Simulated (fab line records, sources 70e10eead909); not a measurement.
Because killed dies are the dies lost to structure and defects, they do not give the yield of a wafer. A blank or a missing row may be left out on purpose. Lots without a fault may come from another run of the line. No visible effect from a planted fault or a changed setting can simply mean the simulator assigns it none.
The tool behind it: which one? :: flow nandHarc :: 11 lots, 33 wafers sampled, at 5 steps of a route of 1159

## WHAT THE GAUGES SHOWED, per wafer
NHARC_THIN_TSV_CD_MEAS_12 targets a cd of 1000 nm. Usual: cdNm at 1000.6 nm, with a standard deviation of 2.2.
lot: L162
measured: day 19 05:07
on: cdSem-02
cdNm (nm): 1001.1 1000.5 997.8
flag: 

lot: L165
measured: day 19 07:40
on: cdSem-01
cdNm (nm): 999.6 999.6 1003.4
flag: 

lot: L166
measured: day 20 02:31
on: cdSem-02
cdNm (nm): 1007.7 1001.3 1003.3
flag: 

lot: L167
measured: day 20 03:42
on: cdSem-03
cdNm (nm): 999.7 996.8 1003.3
flag: 

lot: L168
measured: day 20 04:56
on: cdSem-03
cdNm (nm): 1003.5 1000.3 1001.0
flag: 

lot: L172
measured: day 21 07:31
on: cdSem-02
cdNm (nm): 1002.6 1000.5 999.3
flag: 

lot: L173
measured: day 21 19:40
on: cdSem-03
cdNm (nm): 998.9 1001.6 1000.2
flag: 

lot: L174
measured: day 22 17:46
on: cdSem-02
cdNm (nm): 1001.7 1001.5 1002.9
flag: 

lot: L183
measured: day 23 23:31
on: cdSem-03
cdNm (nm): 1003.5 1001.8 1000.9
flag: 

lot: L185
measured: day 24 03:37
on: cdSem-03
cdNm (nm): 998.4 999.7 998.2
flag: 

lot: L184
measured: day 24 10:40
on: cdSem-03
cdNm (nm): 999.7 998.9 997.8
flag: 

NHARC_END_SORT_01. Usual: defectLimitedYield 95.0 %, standard deviation 1.6; killedAtArray 30, standard deviation 10; killedAtOther 0.5, standard deviation 0.82; killedAtPeriphery 2.9, standard deviation 2; killedDies 34, standard deviation 11; killedOpen 3.2, standard deviation 1.8; killedShort 2.0, standard deviation 1.4; sort_bin_2_pct 1.5 %, standard deviation 0.68; sort_bin_3_pct 0.28 %, standard deviation 0.21; sort_bin_4_pct 3.1 %, standard deviation 0.97; sort_bin_6_pct 0.00 %, standard deviation 0.012; sortNPass 643, standard deviation 11; sortRimYieldPct 94.6 %, standard deviation 2.9; sortYieldPct 95.0 %, standard deviation 1.6.
lot: L167
measured: day 20 18:55
on: prober-02
defectLimitedYield (%): 95.1 95.7 96.5
killedAtArray: 30 26 23
killedAtOther: 0 0 0
killedAtPeriphery: 3 3 1
killedDies: 33 29 24
killedOpen: 0 2 1
killedShort: 6 2 0
sort_bin_2_pct (%): 2.1 1.3 1.2
sort_bin_3_pct (%): 0.15 0.15 0
sort_bin_4_pct (%): 2.7 2.8 2.4
sort_bin_6_pct (%): 0 0 0
sortNPass: 644 648 653
sortRimYieldPct (%): 94.3 90.6 94.3
sortYieldPct (%): 95.1 95.7 96.5
flag: 

lot: L172
measured: day 22 00:08
on: prober-01
defectLimitedYield (%): 96.9 96.8 96.2
killedAtArray: 18 19 25
killedAtOther: 1 0 0
killedAtPeriphery: 2 3 1
killedDies: 21 22 26
killedOpen: 2 1 1
killedShort: 1 2 2
sort_bin_2_pct (%): 1.2 1.5 1.0
sort_bin_3_pct (%): 0.15 0 0.15
sort_bin_4_pct (%): 1.8 1.8 2.7
sort_bin_6_pct (%): 0 0 0
sortNPass: 656 655 651
sortRimYieldPct (%): 98.1 99.1 90.6
sortYieldPct (%): 96.9 96.8 96.2
flag: 

lot: L173
measured: day 22 11:58
on: prober-01
defectLimitedYield (%): 0 0 0
killedAtArray: 34 31 28
killedAtOther: 640 642 641
killedAtPeriphery: 3 4 8
killedDies: 677 677 677
killedOpen: 6 4 5
killedShort: 4 2 1
sort_bin_2_pct (%): 97.0 97.2 96.8
sort_bin_3_pct (%): 0 0.30 0.15
sort_bin_4_pct (%): 3.0 2.5 3.1
sort_bin_6_pct (%): 0 0 0
sortNPass: 0 0 0
sortRimYieldPct (%): 0 0 0
sortYieldPct (%): 0 0 0
flag: OFF

lot: L174
measured: day 23 08:32
on: prober-01
defectLimitedYield (%): 0 0 0
killedAtArray: 15 16 17
killedAtOther: 660 657 654
killedAtPeriphery: 2 4 6
killedDies: 677 677 677
killedOpen: 1 5 3
killedShort: 1 2 3
sort_bin_2_pct (%): 98.2 98.1 97.2
sort_bin_3_pct (%): 0.15 0.30 0.30
sort_bin_4_pct (%): 1.6 1.6 2.5
sort_bin_6_pct (%): 0 0 0
sortNPass: 0 0 0
sortRimYieldPct (%): 0 0 0
sortYieldPct (%): 0 0 0
flag: OFF

## TOOL THAT RAN EACH LOT (tool first, then ch and the chambers of the sampled wafers, then the start)
lot: L162
NHARC_THIN_TSV_DESCUM_14: rieDiel-08 ch 1,2, day 19 05:17
NHARC_THIN_TSV_ETCH_44: rieDiel-08 ch 0,3, day 19 05:22
NHARC_THIN_TSV_DEP_47: pecvd-01 ch 0,2, day 19 07:42

lot: L165
NHARC_THIN_TSV_DESCUM_14: rieDiel-02 ch 0,2,3, day 19 07:51
NHARC_THIN_TSV_ETCH_44: rieDiel-02 ch 2,3, day 19 07:58
NHARC_THIN_TSV_DEP_47: pecvd-01 ch 0,2, day 19 09:38

lot: L166
NHARC_THIN_TSV_DESCUM_14: rieDiel-02 ch 0,1,3, day 20 02:41
NHARC_THIN_TSV_ETCH_44: rieDiel-02 ch 0,2,3, day 20 02:52
NHARC_THIN_TSV_DEP_47: pecvd-02 ch 0,2, day 20 04:31

lot: L167
NHARC_THIN_TSV_DESCUM_14: rieDiel-08 ch 1,2,3, day 20 03:52
NHARC_THIN_TSV_ETCH_44: rieDiel-08 ch 1,2,3, day 20 04:00
NHARC_THIN_TSV_DEP_47: pecvd-01 ch 0,1, day 20 05:44

lot: L168
NHARC_THIN_TSV_DESCUM_14: rieDiel-08 ch 0,1,2, day 20 05:07
NHARC_THIN_TSV_ETCH_44: rieDiel-08 ch 1,2,3, day 20 05:11
NHARC_THIN_TSV_DEP_47: pecvd-01 ch 0,1,2, day 20 06:52

lot: L172
NHARC_THIN_TSV_DESCUM_14: rieDiel-02 ch 1,2,3, day 21 07:40
NHARC_THIN_TSV_ETCH_44: rieDiel-02 ch 0,1,3, day 21 07:49
NHARC_THIN_TSV_DEP_47: pecvd-02 ch 0,1,2, day 21 09:27

lot: L173
NHARC_THIN_TSV_DESCUM_14: rieDiel-08 ch 0,1,3, day 21 19:50
NHARC_THIN_TSV_ETCH_44: rieDiel-08 ch 0,1,2, day 21 19:55
NHARC_THIN_TSV_DEP_47: pecvd-01 ch 0,2, day 21 21:32

lot: L174
NHARC_THIN_TSV_DESCUM_14: rieDiel-08 ch 0,2, day 22 17:55
NHARC_THIN_TSV_ETCH_44: rieDiel-08 ch 0,2, day 22 18:04
NHARC_THIN_TSV_DEP_47: pecvd-04 ch 0,1,2, day 22 19:43

lot: L183
NHARC_THIN_TSV_DESCUM_14: rieDiel-13 ch 0,2,3, day 23 23:40
NHARC_THIN_TSV_ETCH_44: rieDiel-13 ch 1,2,3, day 23 23:46
NHARC_THIN_TSV_DEP_47: pecvd-02 ch 0,1,2, day 24 01:20

lot: L185
NHARC_THIN_TSV_DESCUM_14: rieDiel-13 ch 0,1,2, day 24 03:47
NHARC_THIN_TSV_ETCH_44: rieDiel-13 ch 0,2,3, day 24 03:55
NHARC_THIN_TSV_DEP_47: pecvd-01 ch 0,1, day 24 05:26

lot: L184
NHARC_THIN_TSV_DESCUM_14: rieDiel-13 ch 1,2, day 24 10:50
NHARC_THIN_TSV_ETCH_44: rieDiel-13 ch 0,2,3, day 24 11:05
NHARC_THIN_TSV_DEP_47: pecvd-02 ch 0,2, day 24 12:33
- NHARC_THIN_TSV_DESCUM_14: chemistry O2, time 3 s.
- NHARC_THIN_TSV_ETCH_44: etches the open film in CF4/O2, target depth 1594.2 nm, time 797.1 s.
- NHARC_THIN_TSV_DEP_47: deposits SiO2, target thk 200 nm.

## AS READ BY THE TOOLS THEMSELVES (means over the sampled wafers that have a number; for cases with no such wafer, the mark the record gives instead)
NHARC_THIN_TSV_DESCUM_14. Usual: drypumpMotorCurrentA 5.7 A, standard deviation 0.42; oesProductAu 1.004 a.u., standard deviation 0.012; rfVppV 57.7 V, standard deviation 0.89; showerheadPlenumPTorr 1.90 Torr, standard deviation 0.087; throttleValvePct 11.312 %, standard deviation 0.0086.
lot: L162
tool: rieDiel-08
drypumpMotorCurrentA (A): 5.5
oesProductAu (a.u.): 0.994
rfVppV (V): 57.4
showerheadPlenumPTorr (Torr): 1.83
throttleValvePct (%): 11.314
flag: 

lot: L165
tool: rieDiel-02
drypumpMotorCurrentA (A): 5.3
oesProductAu (a.u.): 1.001
rfVppV (V): 58.9
showerheadPlenumPTorr (Torr): 1.99
throttleValvePct (%): 11.314
flag: 

lot: L166
tool: rieDiel-02
drypumpMotorCurrentA (A): 5.3
oesProductAu (a.u.): 1.004
rfVppV (V): 58.1
showerheadPlenumPTorr (Torr): 1.97
throttleValvePct (%): 11.317
flag: 

lot: L167
tool: rieDiel-08
drypumpMotorCurrentA (A): 5.6
oesProductAu (a.u.): 1.007
rfVppV (V): 57.0
showerheadPlenumPTorr (Torr): 1.84
throttleValvePct (%): 11.315
flag: 

lot: L168
tool: rieDiel-08
drypumpMotorCurrentA (A): 5.9
oesProductAu (a.u.): 1.002
rfVppV (V): 57.7
showerheadPlenumPTorr (Torr): 1.90
throttleValvePct (%): 11.312
flag: 

lot: L172
tool: rieDiel-02
drypumpMotorCurrentA (A): 5.4
oesProductAu (a.u.): 0.994
rfVppV (V): 58.6
showerheadPlenumPTorr (Torr): 1.99
throttleValvePct (%): 11.298
flag: 

lot: L173
tool: rieDiel-08
drypumpMotorCurrentA (A): 6.0
oesProductAu (a.u.): 1.007
rfVppV (V): 57.8
showerheadPlenumPTorr (Torr): 1.91
throttleValvePct (%): 11.322
flag: 

lot: L174
tool: rieDiel-08
drypumpMotorCurrentA (A): 5.6
oesProductAu (a.u.): 1.013
rfVppV (V): 57.2
showerheadPlenumPTorr (Torr): 1.87
throttleValvePct (%): 11.310
flag: 

lot: L183
tool: rieDiel-13
drypumpMotorCurrentA (A): 5.9
oesProductAu (a.u.): 1.006
rfVppV (V): 56.9
showerheadPlenumPTorr (Torr): 1.83
throttleValvePct (%): 11.313
flag: 

lot: L185
tool: rieDiel-13
drypumpMotorCurrentA (A): 5.9
oesProductAu (a.u.): 0.998
rfVppV (V): 57.3
showerheadPlenumPTorr (Torr): 1.85
throttleValvePct (%): 11.319
flag: 

lot: L184
tool: rieDiel-13
drypumpMotorCurrentA (A): 5.9
oesProductAu (a.u.): 1.010
rfVppV (V): 56.4
showerheadPlenumPTorr (Torr): 1.84
throttleValvePct (%): 11.314
flag: 

NHARC_THIN_TSV_ETCH_44. Usual: drypumpMotorCurrentA 5.7 A, standard deviation 0.44; oesProductAu 1.004 a.u., standard deviation 0.012; rfVppV 794 V, standard deviation 4.9; runLengthS 818.5 s, standard deviation 0.38; showerheadPlenumPTorr 1.82 Torr, standard deviation 0.079; throttleValvePct 16.916 %, standard deviation 0.0089.
lot: L162
tool: rieDiel-08
drypumpMotorCurrentA (A): 6.1
oesProductAu (a.u.): 0.994
rfVppV (V): 795
runLengthS (s): 818.2
showerheadPlenumPTorr (Torr): 1.86
throttleValvePct (%): 16.915
flag: 

lot: L165
tool: rieDiel-02
drypumpMotorCurrentA (A): 5.3
oesProductAu (a.u.): 1.000
rfVppV (V): 799
runLengthS (s): 818.4
showerheadPlenumPTorr (Torr): 1.91
throttleValvePct (%): 16.916
flag: 

lot: L166
tool: rieDiel-02
drypumpMotorCurrentA (A): 5.3
oesProductAu (a.u.): 1.004
rfVppV (V): 798
runLengthS (s): 818.6
showerheadPlenumPTorr (Torr): 1.90
throttleValvePct (%): 16.909
flag: 

lot: L167
tool: rieDiel-08
drypumpMotorCurrentA (A): 5.6
oesProductAu (a.u.): 1.004
rfVppV (V): 791
runLengthS (s): 818.6
showerheadPlenumPTorr (Torr): 1.77
throttleValvePct (%): 16.925
flag: 

lot: L168
tool: rieDiel-08
drypumpMotorCurrentA (A): 5.6
oesProductAu (a.u.): 1.007
rfVppV (V): 790
runLengthS (s): 818.3
showerheadPlenumPTorr (Torr): 1.77
throttleValvePct (%): 16.925
flag: 

lot: L172
tool: rieDiel-02
drypumpMotorCurrentA (A): 5.3
oesProductAu (a.u.): 1.003
rfVppV (V): 798
runLengthS (s): 818.4
showerheadPlenumPTorr (Torr): 1.89
throttleValvePct (%): 16.924
flag: 

lot: L173
tool: rieDiel-08
drypumpMotorCurrentA (A): 5.9
oesProductAu (a.u.): 1.017
rfVppV (V): 792
runLengthS (s): 626.4
showerheadPlenumPTorr (Torr): 1.82
throttleValvePct (%): 16.912
flag: OFF

lot: L174
tool: rieDiel-08
drypumpMotorCurrentA (A): 5.6
oesProductAu (a.u.): 1.013
rfVppV (V): 792
runLengthS (s): 626.3
showerheadPlenumPTorr (Torr): 1.79
throttleValvePct (%): 16.914
flag: OFF

lot: L183
tool: rieDiel-13
drypumpMotorCurrentA (A): 5.9
oesProductAu (a.u.): 1.002
rfVppV (V): 794
runLengthS (s): 818.6
showerheadPlenumPTorr (Torr): 1.83
throttleValvePct (%): 16.917
flag: 

lot: L185
tool: rieDiel-13
drypumpMotorCurrentA (A): 6.0
oesProductAu (a.u.): 1.012
rfVppV (V): 790
runLengthS (s): 818.4
showerheadPlenumPTorr (Torr): 1.77
throttleValvePct (%): 16.909
flag: 

lot: L184
tool: rieDiel-13
drypumpMotorCurrentA (A): 6.0
oesProductAu (a.u.): 1.010
rfVppV (V): 790
runLengthS (s): 818.5
showerheadPlenumPTorr (Torr): 1.77
throttleValvePct (%): 16.911
flag: 

NHARC_THIN_TSV_DEP_47. Usual: throttleValvePct at 16.0 %, with a standard deviation of 0.54.
lot: L162
tool: pecvd-01
throttleValvePct (%): 16.5
flag: 

lot: L165
tool: pecvd-01
throttleValvePct (%): 16.6
flag: 

lot: L166
tool: pecvd-02
throttleValvePct (%): 15.7
flag: 

lot: L167
tool: pecvd-01
throttleValvePct (%): 15.5
flag: 

lot: L168
tool: pecvd-01
throttleValvePct (%): 16.1
flag: 

lot: L172
tool: pecvd-02
throttleValvePct (%): 16.2
flag: 

lot: L173
tool: pecvd-01
throttleValvePct (%): 16.6
flag: 

lot: L174
tool: pecvd-04
throttleValvePct (%): 15.7
flag: 

lot: L183
tool: pecvd-02
throttleValvePct (%): 15.9
flag: 

lot: L185
tool: pecvd-01
throttleValvePct (%): 16.0
flag: 

lot: L184
tool: pecvd-02
throttleValvePct (%): 15.8
flag: 

## THE ANSWER, worked out from the rows above alone
Rule: a lot is off if the mean of its wafers that have a number lies more than 3 standard deviations from the usual mean. A lot without any number at a reading at which 4 lots or more have one is off too. Where the step has rows for the other lots, those lots are counted as sound. Order of review: gauges by route order, followed by the tools' own readings, for which a lot's mean as printed above is used. At the first step where some lot is off, the reading lying furthest off is the one used; lots without a number count as furthest.
Off, at NHARC_END_SORT_01 on killedAtOther: L173, L174. Neither off nor sound, because the step has no rows for them: L162, L165, L166, L168, L183, L185, L184.
A tool fits if, at a process step before that reading, it ran every lot that is off, and no sound lot after the first of them. The gauges at NHARC_END_SORT_01 aren't tried: what is off there is off at NHARC_THIN_TSV_ETCH_44 too, on other tools, and a gauge's error can't cause that. One candidate fits, namely rieDiel-08 at NHARC_THIN_TSV_DESCUM_14 and NHARC_THIN_TSV_ETCH_44. At NHARC_THIN_TSV_DESCUM_14 its last sound lot is L167 (day 20 03:52), its first lot that is off L173 (day 21 19:50): a fault that began between those two fits.

## WHAT HAD BEEN PUT IN BY THE SIMULATOR
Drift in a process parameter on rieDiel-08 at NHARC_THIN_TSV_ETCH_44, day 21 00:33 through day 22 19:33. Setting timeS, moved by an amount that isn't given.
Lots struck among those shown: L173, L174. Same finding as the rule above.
